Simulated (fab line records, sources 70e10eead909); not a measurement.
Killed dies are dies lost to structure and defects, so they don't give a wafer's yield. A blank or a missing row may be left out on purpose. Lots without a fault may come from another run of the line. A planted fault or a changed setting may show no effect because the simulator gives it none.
Which tool did it? | flow nand_harc | 6 lots, 18 wafers sampled, at 5 steps of a route of 1159

WHAT THE GAUGES READ, wafer by wafer
NHARC_END_SORT_01.
lot  | measured     | on        | killed_at_array
L852 | day 21 17:41 | prober-01 | 16 15 13

WHICH TOOL RAN EACH LOT (tool, then ch and the chambers of the sampled wafers, then the start)
lot  | NHARC_P_CONTACT_STRIP_28           | NHARC_HYBRID_BOND_ACTIVATE_00      | NHARC_THIN_TSV_DESCUM_14           | NHARC_THIN_TSV_STRIP_45
L843 | rie_diel-06 ch 0,1,3, day 5 14:53  | rie_diel-02 ch 0,2,3, day 18 05:44 | rie_diel-01 ch 0,2,3, day 18 20:03 | plasma_asher-02 ch 0,1, day 18 20:55
L852 | rie_diel-06 ch 0,2,3, day 7 19:01  | rie_diel-12 ch 0,2,3, day 20 11:49 | rie_diel-06 ch 2,3, day 21 02:28   | plasma_asher-01 ch 0,1, day 21 03:20
L854 | rie_diel-12 ch 0,2,3, day 9 03:53  | rie_diel-12 ch 1,2,3, day 21 05:56 | rie_diel-09 ch 0,1,3, day 21 18:29 | plasma_asher-01 ch 0,1, day 21 19:21
L860 | rie_diel-12 ch 1,2,3, day 9 19:38  | rie_diel-02 ch 0,1,3, day 21 12:37 | rie_diel-06 ch 1,2,3, day 22 01:11 | plasma_asher-01 ch 0,1, day 22 02:18
L864 | rie_diel-12 ch 2,3, day 10 23:01   | rie_diel-02 ch 0,1,3, day 23 07:02 | rie_diel-09 ch 1,2, day 23 21:13   | plasma_asher-02 ch 0,1, day 23 22:14
L865 | rie_diel-12 ch 0,1,3, day 11 03:41 | rie_diel-02 ch 0,2, day 23 12:00   | rie_diel-06 ch 1,2,3, day 24 01:02 | plasma_asher-02 ch 0,1, day 24 02:00
- NHARC_P_CONTACT_STRIP_28: strips in O2.
- NHARC_HYBRID_BOND_ACTIVATE_00: chemistry N2, time 60 s.
- NHARC_THIN_TSV_DESCUM_14: chemistry O2, time 3 s.
- NHARC_THIN_TSV_STRIP_45: strips in O2.

THE ANSWER, worked out from the rows above alone
Rule: what is usual is taken from the lots themselves. Put in order of their means at a reading, lots are off if they are a third of the lots or fewer, leave a main group of 4 or more, and stand apart from it by a gap of 3 or more times the standard deviation of the main group's means; of several such gaps the widest counts. A main group whose means are all the same, to the digits that the tables above print for the reading, isn't used. A lot without any number at a reading at which 4 lots or more have one is off too. The other lots that the step has rows for count as sound.
No lot is off at any reading shown: from this, nothing can be told.

WHAT THE SIMULATOR HAD PUT IN
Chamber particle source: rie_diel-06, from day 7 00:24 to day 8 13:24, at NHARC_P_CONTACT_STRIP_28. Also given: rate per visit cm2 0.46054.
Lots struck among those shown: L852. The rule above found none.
